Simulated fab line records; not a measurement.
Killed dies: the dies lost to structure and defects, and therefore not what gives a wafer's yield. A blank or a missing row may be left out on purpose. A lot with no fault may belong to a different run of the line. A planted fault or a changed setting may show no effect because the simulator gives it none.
Matching of chambers || flow nand harc || pecvd-04 running NHARC_A_CHANNEL_HOLE_D2_DEP_01: 3 sister chambers
The step deposits SiON, target thk 140 nm. 14 wafers are shown with their chamber, then 7 later ones without.

## WAFERS, EACH WITH ITS CHAMBER
{"wafer": "L784.3", "chamber": 1, "heater power w (W)": 859}
{"wafer": "L784.5", "chamber": 1, "heater power w (W)": 906}
{"wafer": "L784.6", "chamber": 0, "heater power w (W)": 843}
{"wafer": "L786.1", "chamber": 2, "heater power w (W)": 955}
{"wafer": "L786.3", "chamber": 1, "heater power w (W)": 898}
{"wafer": "L786.4", "chamber": 0, "heater power w (W)": 773}
{"wafer": "L788.2", "chamber": 2, "heater power w (W)": 851}
{"wafer": "L788.3", "chamber": 1, "heater power w (W)": 972}
{"wafer": "L788.4", "chamber": 0, "heater power w (W)": 796}
{"wafer": "L792.1", "chamber": 1, "heater power w (W)": 833}
{"wafer": "L792.4", "chamber": 2, "heater power w (W)": 851}
{"wafer": "L792.6", "chamber": 1, "heater power w (W)": 832}
{"wafer": "L801.2", "chamber": 2, "heater power w (W)": 842}
{"wafer": "L801.3", "chamber": 0, "heater power w (W)": 711}

SIGNATURES (averages over the wafers above)
{"reading": "heater power w", "chamber 0": 780.75, "chamber 1": 883.33, "chamber 2": 874.75, "scatter within a chamber": 54}
Rule: a wafer's distance from a chamber is the root of the sum, over the readings, of the square of ((its reading less the chamber's mean) divided by the reading's scatter). If the next closest chamber is less than 2 further off than the closest, the wafer can't be placed; otherwise it belongs to the closest. The scatter: take each reading less its chamber's mean, square it, sum over the shown wafers, divide by the number of wafers less the number of chambers, and take the root.

## WAFERS WHOSE CHAMBER IS MISSING
{"wafer": "L801.5", "heater power w (W)": 725}
{"wafer": "L803.2", "heater power w (W)": 921}
{"wafer": "L803.4", "heater power w (W)": 895}
{"wafer": "L803.5", "heater power w (W)": 784}
{"wafer": "L804.2", "heater power w (W)": 831}
{"wafer": "L804.3", "heater power w (W)": 887}
{"wafer": "L804.5", "heater power w (W)": 893}

## WHICH CHAMBER EACH WENT THROUGH
{"wafer": "L801.5", "from the rows above": "can't be placed: 0 or 2 or 1", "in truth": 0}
{"wafer": "L803.2", "from the rows above": "can't be placed: 1 or 2 or 0", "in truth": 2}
{"wafer": "L803.4", "from the rows above": "can't be placed: 1 or 2 or 0", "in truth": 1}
{"wafer": "L803.5", "from the rows above": "can't be placed: 0 or 2 or 1", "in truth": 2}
{"wafer": "L804.2", "from the rows above": "can't be placed: 2 or 0 or 1", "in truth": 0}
{"wafer": "L804.3", "from the rows above": "can't be placed: 1 or 2 or 0", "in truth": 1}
{"wafer": "L804.5", "from the rows above": "can't be placed: 1 or 2 or 0", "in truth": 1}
Correct placement for 0 of the 7. Not placeable from these rows: 7 (in 7, the candidates include the true chamber). Wrongly placed: 0.
